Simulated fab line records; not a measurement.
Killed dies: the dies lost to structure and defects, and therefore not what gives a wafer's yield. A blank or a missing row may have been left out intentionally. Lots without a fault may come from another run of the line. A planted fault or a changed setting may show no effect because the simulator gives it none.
Which tool is to blame?    flow n5-finfet    Sampling: 24 lots, 72 wafers, 5 of 1938 route steps

== WHAT THE GAUGES READ, wafer by wafer ==
N5_BEOL_M9_CD_MEAS_35: target cd 70 nm, target cd y 40 nm.
lot   measured      on         cd-nm (nm)
L074  day 10 10:26  cd-sem-02  72.5 70.2 70.9
L076  day 10 10:37  cd-sem-03  70.3 71.9 71.3
L075  day 11 03:05  cd-sem-01  69.8 70.1 70.6
L077  day 11 03:16  cd-sem-02  70.6 70.0 69.7
L078  day 11 03:20  cd-sem-01  71.0 70.1 69.8
L080  day 11 10:32  cd-sem-01  69.0 69.4 70.3
L079  day 11 10:41  cd-sem-01  70.3 70.7 70.6
L082  day 11 18:09  cd-sem-02  71.1 69.6 71.0
L081  day 12 03:24  cd-sem-03  68.3 69.2 68.7
L083  day 12 05:07  cd-sem-02  68.9 70.6 70.0
L084  day 12 08:51  cd-sem-02  70.3 69.8 69.8
L085  day 13 04:41  cd-sem-03  71.1 70.9 70.7
L086  day 13 11:51  cd-sem-01  69.9 69.5 70.0
L087  day 13 12:31  cd-sem-01  68.7 71.2 70.7
L089  day 13 20:19  cd-sem-01  69.8 70.0 70.9
L088  day 13 20:22  cd-sem-02  71.0 69.8 71.4
L090  day 13 20:45  cd-sem-01  69.3 71.1 69.2
L091  day 13 23:53  cd-sem-03  70.5 70.4 70.6
L092  day 14 05:01  cd-sem-01  70.6 70.6 71.3
L093  day 15 00:15  cd-sem-01  70.6 69.8 70.9
L095  day 15 03:01  cd-sem-01  70.1 69.7 69.3
L096  day 15 10:10  cd-sem-03  69.3 70.7 70.7
L094  day 15 12:41  cd-sem-02  70.8 70.7 70.3
L097  day 15 23:11  cd-sem-03  70.1 70.3 70.8

N5_BEOL_M10_CD_MEAS_11: the cd target is 64.1 nm.
lot   measured      on         cd-nm (nm)
L074  day 10 15:54  cd-sem-03  63.0 64.8 63.8
L076  day 10 16:25  cd-sem-01  64.4 63.8 64.1
L075  day 11 07:58  cd-sem-03  64.1 64.9 63.9
L077  day 11 08:07  cd-sem-03  64.0 64.4 65.2
L078  day 11 08:10  cd-sem-03  64.1 64.4 64.3
L080  day 11 15:03  cd-sem-03  64.3 64.2 64.6
L079  day 11 15:23  cd-sem-03  65.3 63.8 65.4
L082  day 11 23:12  cd-sem-03  63.1 64.3 64.5
L081  day 12 07:54  cd-sem-01  65.8 65.3 64.7
L083  day 12 09:43  cd-sem-03  63.8 64.4 64.8
L084  day 12 16:12  cd-sem-02  64.5 65.4 64.4
L085  day 13 09:08  cd-sem-03  63.8 63.2 63.5
L086  day 13 16:50  cd-sem-03  63.4 63.6 63.5
L087  day 13 17:01  cd-sem-01  64.3 64.8 64.2
L089  day 14 01:55  cd-sem-03  64.9 63.2 64.7
L088  day 14 02:13  cd-sem-01  63.6 64.5 64.1
L090  day 14 02:26  cd-sem-03  64.4 64.1 64.5
L091  day 14 05:29  cd-sem-03  63.5 63.2 62.5
L092  day 14 10:29  cd-sem-01  64.8 64.4 64.1
L093  day 15 09:59  cd-sem-01  64.4 65.2 64.1
L095  day 15 10:23  cd-sem-02  63.2 64.2 64.1
L096  day 15 15:01  cd-sem-01  63.8 63.5 65.1
L094  day 15 21:17  cd-sem-02  64.2 65.0 64.5
L097  day 16 03:32  cd-sem-03  63.9 64.3 64.6

N5_BEOL_M10_CD_MEAS_18: pitch 140 nm, target cd 70 nm.
lot   measured      on         cd-nm (nm)
L074  day 10 16:35  cd-sem-03  69.2 70.7 70.5
L076  day 10 17:04  cd-sem-03  69.7 70.3 70.2
L075  day 11 08:31  cd-sem-03  70.0 70.5 69.3
L077  day 11 08:41  cd-sem-02  70.2 70.5 72.0
L078  day 11 08:42  cd-sem-02  69.5 69.3 70.3
L080  day 11 15:43  cd-sem-01  70.0 71.0 70.5
L079  day 11 15:58  cd-sem-01  71.1 69.2 71.4
L082  day 12 00:07  cd-sem-03  69.0 68.9 70.3
L081  day 12 08:40  cd-sem-03  70.9 71.1 71.0
L083  day 12 10:27  cd-sem-03  69.5 70.7 70.7
L084  day 12 16:45  cd-sem-01  69.8 71.0 70.3
L085  day 13 09:49  cd-sem-01  70.1 68.4 68.9
L086  day 13 17:25  cd-sem-02  69.4 69.2 69.6
L087  day 13 17:38  cd-sem-01  70.4 70.3 70.1
L089  day 14 02:31  cd-sem-03  70.1 69.4 69.7
L088  day 14 02:58  cd-sem-02  70.0 69.7 70.2
L090  day 14 03:02  cd-sem-02  70.8 70.7 71.5
L091  day 14 06:02  cd-sem-03  69.7 69.4 69.0
L092  day 14 11:02  cd-sem-01  70.1 69.8 70.1
L093  day 15 10:46  cd-sem-03  70.2 71.1 69.8
L095  day 15 11:12  cd-sem-01  69.9 70.0 71.0
L096  day 15 16:02  cd-sem-01  68.8 69.9 71.1
L094  day 15 21:56  cd-sem-03  70.4 69.5 69.9
L097  day 16 04:16  cd-sem-01  69.4 69.8 69.9

== EACH LOT AND THE TOOL THAT RAN IT (in order: tool; ch and the chambers of the sampled wafers; start) ==
lot   N5_BEOL_M9_ANNEAL_51              N5_BEOL_M9_CMP_52
L074  rtp-anneal-02 ch 0, day 10 12:05  cmp-03 ch 0,1,3, day 10 12:26
L076  rtp-anneal-01 ch 0, day 10 13:50  cmp-04 ch 0,3, day 10 14:08
L075  rtp-anneal-02 ch 0, day 11 04:38  cmp-01 ch 1,2,3, day 11 05:00
L077  rtp-anneal-02 ch 0, day 11 04:52  cmp-04 ch 1,2,3, day 11 05:11
L078  rtp-anneal-01 ch 0, day 11 04:55  cmp-01 ch 0,2,3, day 11 05:15
L080  rtp-anneal-01 ch 0, day 11 11:49  cmp-04 ch 1,2,3, day 11 12:09
L079  rtp-anneal-02 ch 0, day 11 12:00  cmp-03 ch 0,2,3, day 11 12:15
L082  rtp-anneal-01 ch 0, day 11 19:36  cmp-04 ch 1,2,3, day 11 19:56
L081  rtp-anneal-01 ch 0, day 12 05:00  cmp-03 ch 2,3, day 12 05:20
L083  rtp-anneal-01 ch 0, day 12 07:52  cmp-03 ch 0,2,3, day 12 08:13
L084  rtp-anneal-01 ch 0, day 12 12:48  cmp-04 ch 0,1,3, day 12 13:08
L085  rtp-anneal-02 ch 0, day 13 06:19  cmp-01 ch 2,3, day 13 06:32
L086  rtp-anneal-02 ch 0, day 13 13:50  cmp-01 ch 2,3, day 13 14:02
L087  rtp-anneal-01 ch 0, day 13 14:05  cmp-04 ch 0,2,3, day 13 14:34
L089  rtp-anneal-02 ch 0, day 13 22:19  cmp-03 ch 0,1,3, day 13 22:37
L088  rtp-anneal-02 ch 0, day 13 22:32  cmp-04 ch 1,2, day 13 22:53
L090  rtp-anneal-02 ch 0, day 13 23:08  cmp-01 ch 0,3, day 13 23:23
L091  rtp-anneal-02 ch 0, day 14 02:34  cmp-01 ch 0,1,2, day 14 02:52
L092  rtp-anneal-02 ch 0, day 14 06:48  cmp-03 ch 0,2, day 14 07:03
L093  rtp-anneal-01 ch 0, day 15 03:47  cmp-03 ch 1,2,3, day 15 04:18
L095  rtp-anneal-02 ch 0, day 15 04:49  cmp-04 ch 1,2, day 15 05:07
L096  rtp-anneal-02 ch 0, day 15 12:23  cmp-01 ch 2,3, day 15 12:40
L094  rtp-anneal-01 ch 0, day 15 15:29  cmp-03 ch 0,1,3, day 15 15:51
L097  rtp-anneal-01 ch 0, day 16 00:49  cmp-03 ch 0,2,3, day 16 01:09
- N5_BEOL_M9_ANNEAL_51: time 90 s.
- N5_BEOL_M9_CMP_52: polishes, stops on SiCOH lowk, t overpolish 7 s, target thk 140 nm.

== AS READ BY THE TOOLS THEMSELVES (means over the sampled wafers that have a number; for cases with no such wafer, the mark the record gives instead) ==
N5_BEOL_M9_ANNEAL_51.
lot   tool           wafer_temp_C_max
L074  rtp-anneal-02  226.33
L076  rtp-anneal-01  226.62
L075  rtp-anneal-02  226.22
L077  rtp-anneal-02  226.17
L078  rtp-anneal-01  226.40
L080  rtp-anneal-01  226.56
L079  rtp-anneal-02  226.49
L082  rtp-anneal-01  226.32
L081  rtp-anneal-01  226.31
L083  rtp-anneal-01  226.24
L084  rtp-anneal-01  226.33
L085  rtp-anneal-02  226.43
L086  rtp-anneal-02  226.79
L087  rtp-anneal-01  226.24
L089  rtp-anneal-02  226.48
L088  rtp-anneal-02  226.42
L090  rtp-anneal-02  226.20
L091  rtp-anneal-02  226.23
L092  rtp-anneal-02  226.75
L093  rtp-anneal-01  226.39
L095  rtp-anneal-02  226.32
L096  rtp-anneal-02  225.98
L094  rtp-anneal-01  225.98
L097  rtp-anneal-01  226.68

N5_BEOL_M9_CMP_52.
lot   tool    barrier-field-endpoint-s (s)  motor-current-A (A)  overpolish-run-s (s)  time-to-endpoint-s (s)
L074  cmp-03  28.3                          6.3                  7.009                 62
L076  cmp-04  29.6                          5.9                  7.006                 66
L075  cmp-01  28.5                          6.5                  7.003                 64
L077  cmp-04  29.2                          6.3                  6.997                 69
L078  cmp-01  29.0                          6.0                  6.994                 61
L080  cmp-04  29.1                          6.1                  6.998                 71
L079  cmp-03  29.5                          6.7                  6.997                 67
L082  cmp-04  30.3                          6.4                  7.004                 73
L081  cmp-03  28.2                          6.6                  7.004                 68
L083  cmp-03  28.7                          6.6                  6.999                 69
L084  cmp-04  28.3                          6.1                  7.007                 69
L085  cmp-01  28.2                          6.3                  7.012                 68
L086  cmp-01  29.2                          6.3                  7.000                 68
L087  cmp-04  29.1                          6.2                  7.004                 72
L089  cmp-03  28.2                          6.3                  7.000                 64
L088  cmp-04  29.5                          5.9                  7.007                 70
L090  cmp-01  27.3                          5.5                  7.000                 59
L091  cmp-01  28.3                          5.9                  7.003                 64
L092  cmp-03  29.8                          5.9                  7.003                 73
L093  cmp-03  29.1                          6.4                  7.005                 66
L095  cmp-04  29.2                          6.2                  6.996                 68
L096  cmp-01  29.3                          6.4                  6.995                 66
L094  cmp-03  29.2                          6.3                  7.000                 67
L097  cmp-03  28.2                          6.6                  7.009                 61

== THE ANSWER, worked out from the rows above alone ==
Rule: the lots themselves supply what counts as usual. The widest of any qualifying gaps counts: lots, ordered by their means at a reading, are off when they make up no more than a third of the lots, leave a main group of 4 or more, and stand apart from it by 3 or more times the standard deviation of that group's means. If all means in a main group match to the digits the tables above print for the reading, that group is not used. Also off: a lot with no number at a reading for which 4 or more lots have one. Any other lot the step has rows for is counted as sound. Order of review: gauges by route order, followed by the tools' own readings, for which a lot's mean as printed above is used. The first step at which some lot is off is used, and at that step the reading that is off furthest; a lot without a number counts as furthest.
No lot is off on any of the readings shown, so nothing can be concluded from this.

== WHAT THE SIMULATOR HAD INSERTED ==
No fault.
